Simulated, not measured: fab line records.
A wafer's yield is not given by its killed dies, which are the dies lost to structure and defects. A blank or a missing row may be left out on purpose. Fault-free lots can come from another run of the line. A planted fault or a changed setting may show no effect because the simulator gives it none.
fab line records | flow n5_finfet
[record] lots = 5 | wafers = 15 | last_day = 16
route steps=1938 shown MOL_CONTACT_COAG@615 BEOL_M4@1111 PASSIVATION@1936
lots untouched by any fault: they come from a run of this same line in which no faults occurred
start_h: hours from the record's opening day to when the first of the lot's shown wafers began | wait_h: hours elapsed since this lot's preceding step | " the same as in the row above | L1.1+2: several wafers, shown together as one row | - no value, or no start given | * or withheld: withheld | < > ~ a bound
route shown NAME@n: NAME is a module with steps in the file, n the number in the route of the first one | usual: average and standard deviation across the fault-free wafers | same: alike in all rows | chamber/n: place in a boat | sites: readings site by site | _std_site: standard deviation across them | _edge_site: mean of outer sites minus mean of inner sites | radius_mm: for every site, how far away it sits from the centre of the wafer | mask NAME#n: copy n | behind: tool/chamber where the wafer was last shaped | hold: cause of the lot's hold/its duration in hours/its outcome | device: names the non-switching transistor (n, p or np) | end of line: tests of these same wafers at the route's end | a step given without rows: its recipe and nothing more | killed: at the first sort, the dies lost to defects and structure; wafer yield is something else | map: dies across one wafer; x = killed, . = not, _ = none there
set.NAME: setting as actually run; set.NAME@STEP: the setting as run at that earlier step | model.NAME: the simulator's own value behind a step, which no gauge read
lots at some steps of the route; a table a step, a row a wafer
services: the hour from which a tool's chamber was out of use, counted from the record's first day as start_h (under 0 if before that day), plus the number of hours and why
[[steps]]
[step N5_MOL_CONTACT_COAG_VIA_ETCH_117]
[recipe] chemistry = C4F6/O2 | target_depth_a = 400 | overetch_a = 80 | mask_material = SOC | target = SiO2 | bias_w = 455 | pressure_mtorr = 10 | time_s = 26 | source_w = 325 | Ar_flow_sccm = 300 | C4F6_flow_sccm = 10 | O2_flow_sccm = 10 | ion_energy_ev = 575.3 | ends = end_point
[step N5_MOL_CONTACT_COAG_ETCH_124]
[recipe] chemistry = CH3F/O2 | target = SiNx | target_depth_a = 65 | mask_material = SOC | stop_on = SiOC | over_etch_frac = 0.3 | ion_energy_ev = 120 | pressure_mtorr = 30 | source_w = 395 | bias_w = 73 | Ar_flow_sccm = 150 | CH3F_flow_sccm = 30 | O2_flow_sccm = 20 | ends = end_point
[step N5_MOL_CONTACT_COAG_ETCH_48]
[recipe] chemistry = C4F6/O2 | target_depth_a = 150 | overetch_a = 45 | mask_material = SOC | target = SiOC | bias_w = 465 | pressure_mtorr = 10 | time_s = 17 | source_w = 335 | Ar_flow_sccm = 300 | C4F6_flow_sccm = 10 | O2_flow_sccm = 10 | ion_energy_ev = 576
[step N5_MOL_CONTACT_COAG_STRIP_72]
[recipe] chemistry = N2/H2 | power_w = 450 | temp_c = 40 | pressure_mtorr = 20 | rf_frequency_hz = 6e+07 | overash_fraction = 3 | bias_power_w = 7 | h2_frac = 0.5 | n2_flow_sccm = 200 | h2_flow_sccm = 200
[step N5_MOL_CONTACT_COAG_STRIP_49]
[recipe] chemistry = N2/H2 | time_s = 30 | power_w = 1000 | temp_c = 250 | pressure_mtorr = withheld | n2_flow_sccm = 1750 | h2_flow_sccm = 3250
[step N5_MOL_CONTACT_COAG_PRECLEAN_138]
[recipe] chemistry = alkaline_clean | temp_c = 60 | time_s = 60 | do_ppb = 50
[step N5_MOL_CONTACT_COAG_SRD_139]
[recipe] dry = ipa_marangoni | time_s = 30 | temp_c = 23 | rinse_liquid = diw
[step N5_MOL_CONTACT_COAG_PRE_CLEAN_121]
[recipe] gas = H2/He | time_s = * | temp_c = withheld
[step N5_MOL_CONTACT_COAG_CVD_140]
[recipe] material = W | target_thk_a = 665 | mode = selective_fill | temp_c = 300 | time_s = 215
[step N5_MOL_CONTACT_COAG_PRECLEAN_127]
[recipe] chemistry = DIW | time_s = 57.5 | temp_c = 23
[step N5_MOL_CONTACT_COAG_SRD_128]
[recipe] dry_time_s = 32 | dry = n2_spin | spin_rpm = 1500
[step N5_MOL_CONTACT_COAG_CMP_52]
[recipe] stop_on = SiO2 | t_overpolish_s = 1.5 | post_cmp_clean = w_dilute_nh4oh | down_force_psi = 4 | platen_rpm = 50.289 | pad_velocity_m_s = 1.0006 | target_thk_nm = 66.5
[usual] edge_zone_pressure_frac = 1.000/0.0048 | head_pressure_psi = 3.999/0.0083 | motor_current_A = 12.2/0.75 | overpolish_run_s = 1.500/0.0092 | time_to_endpoint_s = 14.0/1.9
lot.wafer | tool   | chamber | start_h | wait_h | edge_zone_pressure_frac | head_pressure_psi | motor_current_A | overpolish_run_s | time_to_endpoint_s
L753.3    | cmp-03 | 2       | 120.51  | 0.1    | -                       | -                 | -               | -                | -
L753.1    | "      | 0       | "       | "      | -                       | -                 | -               | -                | -
L753.5    | "      | 2       | "       | "      | -                       | -                 | -               | -                | -
L754.4    | cmp-03 | 2       | 128.03  | 0.1    | -                       | -                 | -               | -                | -
L754.1    | "      | 3       | "       | "      | -                       | -                 | -               | -                | -
L754.6    | "      | 1       | "       | "      | -                       | -                 | -               | -                | -
L755.3    | cmp-03 | 1       | 129.95  | 0.1    | -                       | -                 | -               | -                | -
L755.5    | "      | 2       | "       | "      | -                       | -                 | -               | -                | -
L755.6    | "      | 3       | "       | "      | -                       | -                 | -               | -                | -
L758.2    | cmp-02 | 0       | 150.16  | 0.1    | 1.003                   | 3.994             | 11.8            | 1.497            | 10.7
L758.5    | "      | 2       | "       | "      | 1.012                   | 4.004             | 11.6            | 1.489            | 12.7
L758.6    | "      | 3       | "       | "      | 1.003                   | 4.007             | 11.9            | 1.499            | 13.3
L764.4    | cmp-03 | 2       | 184.35  | 0.0    | 1.007                   | 4.000             | 13.4            | 1.491            | 15.3
L764.1    | "      | 0       | "       | "      | 1.006                   | 3.998             | 11.9            | 1.511            | 13.4
L764.6    | "      | 2       | "       | "      | 1.001                   | 3.984             | 13.6            | 1.505            | 13.7
[step N5_MOL_CONTACT_COAG_THK_MEAS_53]
[recipe] reads = SiO2_of_MOL_CONTACT_COAG_PECVD_31
[usual] VIA_MOL_THK = 43.7/0.59
lot.wafer | tool          | chamber | start_h | wait_h | VIA_MOL_THK[nm]
L753.1    | film_metro-02 | -       | 120.80  | 0.2    | -
L753.3    | "             | -       | "       | "      | -
L753.5    | "             | -       | "       | "      | -
L754.1    | film_metro-01 | -       | 128.25  | 0.1    | -
L754.4    | "             | -       | "       | "      | -
L754.6    | "             | -       | "       | "      | -
L755.3    | film_metro-01 | -       | 130.13  | 0.1    | -
L755.5    | "             | -       | "       | "      | -
L755.6    | "             | -       | "       | "      | -
L758.2    | film_metro-02 | -       | 150.38  | -      | 43.4
L758.5    | "             | -       | "       | "      | 43.8
L758.6    | "             | -       | "       | "      | 44.3
L764.1    | film_metro-02 | -       | 184.65  | -      | 42.9
L764.4    | "             | -       | "       | "      | 44.1
L764.6    | "             | -       | "       | "      | 44.4
[step N5_MOL_CONTACT_COAG_ANNEAL_112]
[recipe] temp_c = 400 | time_s = 1800 | ambient = HPD2 | pressure_atm = 10
[step N5_MOL_CONTACT_COAG_INSPECT_97]
[recipe] inspect_instrument = darkfield | mode = post_anneal
[usual] raw_defect_count = 43/24
lot.wafer | tool              | chamber | start_h | wait_h | raw_defect_count
L753.1    | defect_inspect-02 | -       | 123.85  | 0.0    | 1312
L753.3    | "                 | -       | "       | "      | 1286
L753.5    | "                 | -       | "       | "      | 1356
L754.1    | defect_inspect-02 | -       | 131.30  | 0.0    | 1192
L754.4    | "                 | -       | "       | "      | 1233
L754.6    | "                 | -       | "       | "      | 1258
L755.3    | defect_inspect-02 | -       | 134.34  | 0.1    | 1223
L755.5    | "                 | -       | "       | "      | 1310
L755.6    | "                 | -       | "       | "      | 1317
L758.2    | defect_inspect-02 | -       | 153.46  | 0.1    | 22
L758.5    | "                 | -       | "       | "      | 41
L758.6    | "                 | -       | "       | "      | 26
L764.1    | defect_inspect-01 | -       | 187.70  | 0.0    | 27
L764.4    | "                 | -       | "       | "      | 35
L764.6    | "                 | -       | "       | "      | 38
[step N5_BEOL_M4_RC_MEAS_101]
[usual] DIBL_N = 36.4/1.4 | DIBL_P = 36.4/1.5 | IOFF_N = 0.156/0.022 | IOFF_P = 0.210/0.023 | ION_N = 675/9.1 | ION_P = 463/5.7 | SS_N = 71.6/0.45 | SS_P = 73.3/0.56 | VT_N = 250/3.1 | VT_P = -250.3/2.3
lot.wafer | tool      | chamber | start_h | wait_h | DIBL_N[mV/V] | DIBL_P[mV/V] | IOFF_N[nA/um] | IOFF_P[nA/um] | ION_N[uA/um] | ION_P[uA/um] | SS_N[mV/dec] | SS_P[mV/dec] | VT_N[mV] | VT_P[mV]
L758.2    | prober-01 | 0       | 242.12  | 0.2    | 38.4         | 41.1         | 0.218         | 0.288         | 696          | 471          | 71.7         | 74.5         | 243      | -245.6
L758.5    | "         | 0       | "       | "      | 35.5         | 37.5         | 0.162         | 0.217         | 676          | 464          | 71.1         | 72.9         | 249      | -247.3
L758.6    | "         | 0       | "       | "      | 36.9         | 38.5         | 0.187         | 0.229         | 685          | 464          | 71.4         | 73.7         | 245      | -249.3
L764.1    | prober-02 | 0       | 278.02  | 0.0    | 36.2         | 38.0         | 0.166         | 0.225         | 677          | 464          | 72.2         | 74.2         | 247      | -250.1
L764.4    | "         | 0       | "       | "      | 35.5         | 36.9         | 0.153         | 0.211         | 662          | 456          | 71.9         | 73.0         | 250      | -253.2
L764.6    | "         | 0       | "       | "      | 35.5         | 36.2         | 0.135         | 0.196         | 669          | 458          | 71.6         | 73.6         | 254      | -253.3
[step N5_PASSIVATION_PROBE_49]
[usual] defect_limited_yield = 91.5/1.3 | killed_at_M0_to_M3 = 33/10 | killed_at_M4_up = 13/4 | killed_at_contacts = 12/6.3 | killed_at_front_end = 39/11 | killed_at_other = 3.4/2.6 | killed_dies = 100/15 | killed_on_rim = 13/4 | killed_open = 65/11 | killed_short = 34/7.8 | sort_bin_5_function = 5.0/0.89 | sort_bin_6_memory = 3.2/0.58 | sort_n_pass = 1080/15 | sort_yield_pct = 91.5/1.3
[same] gross_dies = 1180 | killed_at_back_side = 0 | sort_bin_4_leakage[%] = 0 | sort_bin_8_speed[%] = 0
lot.wafer | tool      | chamber | start_h | wait_h | defect_limited_yield[%] | killed_at_M0_to_M3 | killed_at_M4_up | killed_at_contacts | killed_at_front_end | killed_at_other | killed_dies | killed_on_rim | killed_open | killed_short | sort_bin_5_function[%] | sort_bin_6_memory[%] | sort_n_pass | sort_yield_pct[%]
L753.1    | prober-01 | -       | 312.83  | 0.0    | 0                       | 17                 | 11              | 1117               | 32                  | 3               | 1180        | 152           | 43          | 26           | 3.3                    | 2.5                  | 0           | 0
L753.3    | prober-01 | -       | 312.93  | 0.1    | 0                       | 31                 | 21              | 1095               | 30                  | 3               | 1180        | 152           | 52          | 35           | 5.0                    | 2.3                  | 0           | 0
L753.5    | prober-01 | -       | 313.03  | 0.2    | 0                       | 13                 | 17              | 1110               | 35                  | 5               | 1180        | 152           | 58          | 23           | 4.3                    | 2.5                  | 0           | 0
L754.1    | prober-01 | -       | 330.47  | 0.0    | 0                       | 42                 | 14              | 1102               | 20                  | 2               | 1180        | 152           | 65          | 38           | 4.8                    | 3.5                  | 0           | 0
L754.4    | prober-01 | -       | 330.62  | 0.2    | 0                       | 35                 | 17              | 1093               | 30                  | 5               | 1180        | 152           | 70          | 27           | 4.2                    | 3.6                  | 0           | 0
L754.6    | prober-01 | -       | 330.72  | 0.3    | 0                       | 37                 | 13              | 1098               | 29                  | 3               | 1180        | 152           | 68          | 35           | 4.9                    | 3.6                  | 0           | 0
L755.3    | prober-02 | -       | 338.28  | 0.1    | 0                       | 18                 | 15              | 1096               | 51                  | 0               | 1180        | 152           | 84          | 20           | 5.6                    | 3.1                  | 0           | 0
L755.5    | prober-02 | -       | 338.38  | 0.2    | 0                       | 19                 | 11              | 1101               | 44                  | 5               | 1180        | 152           | 57          | 33           | 4.0                    | 3.4                  | 0           | 0
L755.6    | prober-02 | -       | 338.43  | 0.3    | 0                       | 20                 | 21              | 1102               | 34                  | 3               | 1180        | 152           | 61          | 22           | 4.0                    | 2.7                  | 0           | 0
L758.5    | prober-01 | -       | 357.84  | 0.2    | 92.8                    | 26                 | 9               | 17                 | 30                  | 3               | 85          | 9             | 46          | 39           | 4.6                    | 2.2                  | 1095        | 92.8
// killed by level:class
L753.1 MOL_CONTACT_COAG:area_cmp=1110 GATE_CUT:geometric_particle:short=8 BEOL_M2:geometric_particle:open=6 BEOL_M4:geometric_particle:open=6 STI_FIN_REVEAL:geometric_particle:open=5 MOL_CONTACT_COAG:geometric_particle:open=5 DUMMY_GATE:geometric_particle:open=4 FIN_SAQP:geometric_particle:short=3
L753.3 MOL_CONTACT_COAG:area_cmp=1087 BEOL_M1:geometric_particle:open=10 FIN_SAQP:geometric_particle:short=9 MOL_CONTACT_COAG:geometric_particle:open=7 BEOL_M4:geometric_particle:open=7 BEOL_M0_SAQP:geometric_particle:short=6 BEOL_M5:geometric_particle:open=6 BEOL_M2:geometric_particle:open=5
L753.5 MOL_CONTACT_COAG:area_cmp=1098 BEOL_M4:geometric_particle:open=12 FIN_SAQP:geometric_particle:open=10 MOL_CONTACT_COAG:geometric_particle:open=10 FIN_SAQP:geometric_particle:short=6 BEOL_M1:geometric_particle:open=5 STARTING-WAFER:geometric_particle:open=5 STI_FIN_REVEAL:geometric_particle:open=3
L754.1 MOL_CONTACT_COAG:area_cmp=1076 MOL_CONTACT_COAG:geometric_particle:open=22 BEOL_M0_SAQP:geometric_particle:short=14 BEOL_M0_SAQP:geometric_particle:open=6 BEOL_M0:geometric_particle:open=6 BEOL_M3:geometric_particle:open=5 MOL_CONTACT_COAG:geometric_particle:short=4 BEOL_M2:geometric_particle:open=4
L754.4 MOL_CONTACT_COAG:area_cmp=1083 BEOL_M0_SAQP:geometric_particle:open=11 MOL_CONTACT_COAG:geometric_particle:open=10 BEOL_M4:geometric_particle:open=10 GATE_CUT:geometric_particle:open=7 GATE_CUT:geometric_particle:short=6 BEOL_M0:geometric_particle:open=6 STI_FIN_REVEAL:geometric_particle:open=5
L754.6 MOL_CONTACT_COAG:area_cmp=1077 MOL_CONTACT_COAG:geometric_particle:open=20 BEOL_M0:geometric_particle:open=9 BEOL_M3:geometric_particle:open=8 GATE_CUT:geometric_particle:short=7 BEOL_M0_SAQP:geometric_particle:short=6 BEOL_M0_SAQP:geometric_particle:open=6 FIN_SAQP:geometric_particle:short=4
L755.3 MOL_CONTACT_COAG:area_cmp=1075 STI_FIN_REVEAL:geometric_particle:open=30 MOL_CONTACT_COAG:geometric_particle:open=18 BEOL_M2:geometric_particle:open=8 FIN_SAQP:geometric_particle:short=5 BEOL_M3:geometric_particle:open=5 GATE_CUT:geometric_particle:short=4 BEOL_M4:geometric_particle:open=4
L755.5 MOL_CONTACT_COAG:area_cmp=1088 FIN_SAQP:geometric_particle:short=13 STI_FIN_REVEAL:geometric_particle:open=13 MOL_CONTACT_COAG:geometric_particle:open=10 BEOL_M4:geometric_particle:open=7 BEOL_M2:geometric_particle:open=6 FIN_SAQP:geometric_particle:open=5 BEOL_M3:geometric_particle:open=4
L755.6 MOL_CONTACT_COAG:area_cmp=1097 FIN_SAQP:geometric_particle:open=11 BEOL_M4:geometric_particle:open=9 STI_FIN_REVEAL:geometric_particle:open=7 FIN_SAQP:geometric_particle:short=6 BEOL_M0_SAQP:geometric_particle:open=5 BEOL_M2:geometric_particle:open=5 STI_FIN_REVEAL:geometric_particle:short=4
L758.5 MOL_CONTACT_COAG:geometric_particle:open=11 BEOL_M0_SAQP:geometric_particle:short=11 MOL_CONTACT_COAG:geometric_particle:short=6 BEOL_M0_SAQP:geometric_particle:open=6 FIN_SAQP:geometric_particle:open=5 STARTING-WAFER:geometric_particle:short=5 GATE_CUT:geometric_particle:open=4 BEOL_M2:geometric_particle:open=4
// map L753.1 (x killed, . not)
_________________xxxxxxxxxxxx________________
______________xxxxxxxxxxxxxxxxxx_____________
___________xxxxxxxxxxxxxxxxxxxxxxxx__________
__________xxxxxxxxxxxxxxxxxxxxxxxxxx_________
________xxxxxxxxxxxxxxxxxxxxxxxxxxxxxx_______
_______xxxxxxxxxxxxxxxxxxxxxxxxxxxxxxxx______
______xxxxxxxxxxxxxxxxxxxxxxxxxxxxxxxxxx_____
_____xxxxxxxxxxxxxxxxxxxxxxxxxxxxxxxxxxxx____
____xxxxxxxxxxxxxxxxxxxxxxxxxxxxxxxxxxxxxx___
___xxxxxxxxxxxxxxxxxxxxxxxxxxxxxxxxxxxxxxxx__
___xxxxxxxxxxxxxxxxxxxxxxxxxxxxxxxxxxxxxxxx__
__xxxxxxxxxxxxxxxxxxxxxxxxxxxxxxxxxxxxxxxxxx_
__xxxxxxxxxxxxxxxxxxxxxxxxxxxxxxxxxxxxxxxxxx_
_xxxxxxxxxxxxxxxxxxxxxxxxxxxxxxxxxxxxxxxxxxxx
_xxxxxxxxxxxxxxxxxxxxxxxxxxxxxxxxxxxxxxxxxxxx
_xxxxxxxxxxxxxxxxxxxxxxxxxxxxxxxxxxxxxxxxxxxx
_xxxxxxxxxxxxxxxxxxxxxxxxxxxxxxxxxxxxxxxxxxxx
_xxxxxxxxxxxxxxxxxxxxxxxxxxxxxxxxxxxxxxxxxxxx
_xxxxxxxxxxxxxxxxxxxxxxxxxxxxxxxxxxxxxxxxxxxx
_xxxxxxxxxxxxxxxxxxxxxxxxxxxxxxxxxxxxxxxxxxxx
_xxxxxxxxxxxxxxxxxxxxxxxxxxxxxxxxxxxxxxxxxxxx
__xxxxxxxxxxxxxxxxxxxxxxxxxxxxxxxxxxxxxxxxxx_
__xxxxxxxxxxxxxxxxxxxxxxxxxxxxxxxxxxxxxxxxxx_
___xxxxxxxxxxxxxxxxxxxxxxxxxxxxxxxxxxxxxxxx__
___xxxxxxxxxxxxxxxxxxxxxxxxxxxxxxxxxxxxxxxx__
____xxxxxxxxxxxxxxxxxxxxxxxxxxxxxxxxxxxxxx___
_____xxxxxxxxxxxxxxxxxxxxxxxxxxxxxxxxxxxx____
______xxxxxxxxxxxxxxxxxxxxxxxxxxxxxxxxxx_____
_______xxxxxxxxxxxxxxxxxxxxxxxxxxxxxxxx______
________xxxxxxxxxxxxxxxxxxxxxxxxxxxxxx_______
__________xxxxxxxxxxxxxxxxxxxxxxxxxx_________
___________xxxxxxxxxxxxxxxxxxxxxxxx__________
______________xxxxxxxxxxxxxxxxxx_____________
_________________xxxxxxxxxxxx________________
// map L754.1 (x killed, . not)
_________________xxxxxxxxxxxx________________
______________xxxxxxxxxxxxxxxxxx_____________
___________xxxxxxxxxxxxxxxxxxxxxxxx__________
__________xxxxxxxxxxxxxxxxxxxxxxxxxx_________
________xxxxxxxxxxxxxxxxxxxxxxxxxxxxxx_______
_______xxxxxxxxxxxxxxxxxxxxxxxxxxxxxxxx______
______xxxxxxxxxxxxxxxxxxxxxxxxxxxxxxxxxx_____
_____xxxxxxxxxxxxxxxxxxxxxxxxxxxxxxxxxxxx____
____xxxxxxxxxxxxxxxxxxxxxxxxxxxxxxxxxxxxxx___
___xxxxxxxxxxxxxxxxxxxxxxxxxxxxxxxxxxxxxxxx__
___xxxxxxxxxxxxxxxxxxxxxxxxxxxxxxxxxxxxxxxx__
__xxxxxxxxxxxxxxxxxxxxxxxxxxxxxxxxxxxxxxxxxx_
__xxxxxxxxxxxxxxxxxxxxxxxxxxxxxxxxxxxxxxxxxx_
_xxxxxxxxxxxxxxxxxxxxxxxxxxxxxxxxxxxxxxxxxxxx
_xxxxxxxxxxxxxxxxxxxxxxxxxxxxxxxxxxxxxxxxxxxx
_xxxxxxxxxxxxxxxxxxxxxxxxxxxxxxxxxxxxxxxxxxxx
_xxxxxxxxxxxxxxxxxxxxxxxxxxxxxxxxxxxxxxxxxxxx
_xxxxxxxxxxxxxxxxxxxxxxxxxxxxxxxxxxxxxxxxxxxx
_xxxxxxxxxxxxxxxxxxxxxxxxxxxxxxxxxxxxxxxxxxxx
_xxxxxxxxxxxxxxxxxxxxxxxxxxxxxxxxxxxxxxxxxxxx
_xxxxxxxxxxxxxxxxxxxxxxxxxxxxxxxxxxxxxxxxxxxx
__xxxxxxxxxxxxxxxxxxxxxxxxxxxxxxxxxxxxxxxxxx_
__xxxxxxxxxxxxxxxxxxxxxxxxxxxxxxxxxxxxxxxxxx_
___xxxxxxxxxxxxxxxxxxxxxxxxxxxxxxxxxxxxxxxx__
___xxxxxxxxxxxxxxxxxxxxxxxxxxxxxxxxxxxxxxxx__
____xxxxxxxxxxxxxxxxxxxxxxxxxxxxxxxxxxxxxx___
_____xxxxxxxxxxxxxxxxxxxxxxxxxxxxxxxxxxxx____
______xxxxxxxxxxxxxxxxxxxxxxxxxxxxxxxxxx_____
_______xxxxxxxxxxxxxxxxxxxxxxxxxxxxxxxx______
________xxxxxxxxxxxxxxxxxxxxxxxxxxxxxx_______
__________xxxxxxxxxxxxxxxxxxxxxxxxxx_________
___________xxxxxxxxxxxxxxxxxxxxxxxx__________
______________xxxxxxxxxxxxxxxxxx_____________
_________________xxxxxxxxxxxx________________
[[services]]
tool   | chamber | start_h | hours | kind
cmp-02 | -       | 100.79  | 5.0   | pm
cmp-02 | -       | 124.05  | 1.7   | repair
cmp-03 | -       | 134.35  | 1.1   | repair
cmp-02 | -       | 152.69  | 6.7   | pm
cmp-02 | -       | 161.78  | 1.0   | repair
cmp-03 | -       | 164.44  | 0.8   | repair
cmp-03 | -       | 177.97  | 0.9   | repair
cmp-02 | -       | 178.59  | 2.0   | repair
[[key]]
[first_sign] step = N5_MOL_CONTACT_COAG_CMP_52 | reading = tool_record | direction = missing
[effect] step = N5_MOL_CONTACT_COAG_THK_MEAS_53 | reading = VIA_MOL_THK | direction = missing
[effect] step = N5_MOL_CONTACT_COAG_INSPECT_97 | reading = raw_defect_count | direction = up | sigmas = 50 | usual = 43 | struck = 1276
[effect] step = N5_PASSIVATION_PROBE_49 | reading = killed_at_contacts | direction = up | sigmas = 99+ | usual = 12 | struck = 1102
[more_kills_born_at] N5_MOL_CONTACT_COAG_CMP_52@cmp-03 = 9777
met_at N5_MOL_CONTACT_COAG_CMP_52
struck_wafers L753.1,L753.3,L753.5,L754.1,L754.4,L754.6,L755.3,L755.5,L755.6
later_rows_left_out L753.1,L753.3,L753.5,L754.1,L754.4,L754.6,L755.3,L755.5,L755.6
[fault] kind = skipped_step_whole | tool = cmp-03 | chamber = - | onset_h = 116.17 | steps = N5_MOL_CONTACT_COAG_CMP_52 | scope = struck_lots_only
// later_rows_left_out: the simulator's readings of these wafers behind a module that went badly wrong aren't trusted and aren't shown, but for the sort
